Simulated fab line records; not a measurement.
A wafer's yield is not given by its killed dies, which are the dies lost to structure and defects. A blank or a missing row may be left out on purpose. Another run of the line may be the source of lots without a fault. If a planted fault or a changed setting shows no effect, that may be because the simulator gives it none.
Matching of chambers || flow n5 finfet || N5_SPACER0_ALD_08 on ald sin-03 has 4 sister chambers
The step deposits SiNx, target thk 2 nm. 20 wafers are shown with their chamber, then 10 later ones without.

WAFERS, EACH WITH ITS CHAMBER
{"wafer": "L074.2", "chamber": 0, "heater power w (W)": 854}
{"wafer": "L074.4", "chamber": 1, "heater power w (W)": 825}
{"wafer": "L074.5", "chamber": 0, "heater power w (W)": 854}
{"wafer": "L077.2", "chamber": 2, "heater power w (W)": 866}
{"wafer": "L077.3", "chamber": 3, "heater power w (W)": 820}
{"wafer": "L077.4", "chamber": 0, "heater power w (W)": 846}
{"wafer": "L080.3", "chamber": 2, "heater power w (W)": 861}
{"wafer": "L080.4", "chamber": 0, "heater power w (W)": 871}
{"wafer": "L080.6", "chamber": 0, "heater power w (W)": 834}
{"wafer": "L082.1", "chamber": 2, "heater power w (W)": 878}
{"wafer": "L082.2", "chamber": 1, "heater power w (W)": 809}
{"wafer": "L082.3", "chamber": 3, "heater power w (W)": 805}
{"wafer": "L085.1", "chamber": 2, "heater power w (W)": 872}
{"wafer": "L085.4", "chamber": 3, "heater power w (W)": 747}
{"wafer": "L085.5", "chamber": 2, "heater power w (W)": 872}
{"wafer": "L087.1", "chamber": 1, "heater power w (W)": 805}
{"wafer": "L087.2", "chamber": 2, "heater power w (W)": 875}
{"wafer": "L087.4", "chamber": 3, "heater power w (W)": 821}
{"wafer": "L090.1", "chamber": 2, "heater power w (W)": 872}
{"wafer": "L090.3", "chamber": 3, "heater power w (W)": 782}

SIGNATURES, as means of the wafers listed above
{"reading": "heater power w", "chamber 0": 851.80, "chamber 1": 813.00, "chamber 2": 870.86, "chamber 3": 795.00, "scatter within a chamber": 17.7}
Rule: for a wafer and a chamber, the distance is found by dividing, reading by reading, the gap between the wafer's reading and the chamber's mean by the reading's scatter, squaring, summing and taking the root. The wafer belongs to the nearest chamber; if the next one is less than 2 further off, it can't be placed. The scatter: the root of (the sum of the squares of (reading less its chamber's mean) over the shown wafers, divided by (wafers less chambers)).

WAFERS MISSING THEIR CHAMBER
{"wafer": "L090.5", "heater power w (W)": 869}
{"wafer": "L091.2", "heater power w (W)": 849}
{"wafer": "L091.4", "heater power w (W)": 790}
{"wafer": "L091.6", "heater power w (W)": 804}
{"wafer": "L096.2", "heater power w (W)": 829}
{"wafer": "L096.4", "heater power w (W)": 793}
{"wafer": "L096.6", "heater power w (W)": 809}
{"wafer": "L097.3", "heater power w (W)": 855}
{"wafer": "L097.5", "heater power w (W)": 796}
{"wafer": "L097.6", "heater power w (W)": 880}

WHICH CHAMBER EACH WENT THROUGH
{"wafer": "L090.5", "from the rows above": "can't be placed: 2 or 0", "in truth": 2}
{"wafer": "L091.2", "from the rows above": "can't be placed: 0 or 2 or 1", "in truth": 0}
{"wafer": "L091.4", "from the rows above": "can't be placed: 3 or 1", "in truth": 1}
{"wafer": "L091.6", "from the rows above": "can't be placed: 1 or 3", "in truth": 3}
{"wafer": "L096.2", "from the rows above": "can't be placed: 1 or 0 or 3 or 2", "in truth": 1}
{"wafer": "L096.4", "from the rows above": "can't be placed: 3 or 1", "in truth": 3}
{"wafer": "L096.6", "from the rows above": "can't be placed: 1 or 3", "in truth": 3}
{"wafer": "L097.3", "from the rows above": "can't be placed: 0 or 2", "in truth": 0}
{"wafer": "L097.5", "from the rows above": "can't be placed: 3 or 1", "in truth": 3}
{"wafer": "L097.6", "from the rows above": "can't be placed: 2 or 0", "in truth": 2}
Placed correctly: 0 of 10. Can't be placed from these rows: 10 (the true chamber is among the candidates in 10). Wrongly placed: 0.
